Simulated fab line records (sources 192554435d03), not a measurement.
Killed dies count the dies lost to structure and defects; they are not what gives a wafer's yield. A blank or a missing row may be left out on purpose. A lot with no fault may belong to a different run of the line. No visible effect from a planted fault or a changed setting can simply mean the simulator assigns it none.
Chamber matching    flow n5 finfet    rie diel-01 running N5_MOL_CONTACT_COAG_ETCH_90: 4 sister chambers
The step etches SiARC in CF4, target depth 13 nm, time 21.7 s. 4 wafers are shown with their chamber, then 8 later ones without.

EACH WAFER AND ITS CHAMBER
wafer   chamber  drypump motor current A (A)
L093.1  3        5.3
L093.2  0        6.2
L093.3  1        5.7
L093.4  2        5.2

WAFERS WITH NO CHAMBER GIVEN
wafer   drypump motor current A (A)
L093.5  5.4
L093.6  5.3
L096.1  5.3
L096.2  5.6
L096.3  6.2
L096.4  5.4
L096.5  5.3
L096.6  5.3

THE CHAMBER EACH PASSED THROUGH
wafer   from the rows above      in truth
L093.5  can't be placed: 3 or 2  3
L093.6  can't be placed: 3 or 2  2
L096.1  can't be placed: 3 or 2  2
L096.2  1                        1
L096.3  0                        0
L096.4  can't be placed: 3 or 2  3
L096.5  can't be placed: 3 or 2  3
L096.6  can't be placed: 3 or 2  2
Correctly placed: 2 of 8. Cannot be placed on the basis of these rows: 6; the candidates contain the true chamber in 6. 0 placed wrongly.
How it was worked out, from the rows above alone: a wafer's distance from a chamber is the root of the sum, over the readings, of the square of ((its reading less the chamber's mean) divided by the reading's scatter). The wafer belongs to the nearest chamber; if the next one is less than 2 further off, it can't be placed. A chamber's mean is the mean of its shown wafers. The scatter: root of mean squared gap, hidden wafer to nearest shown wafer, with one shown wafer a chamber.
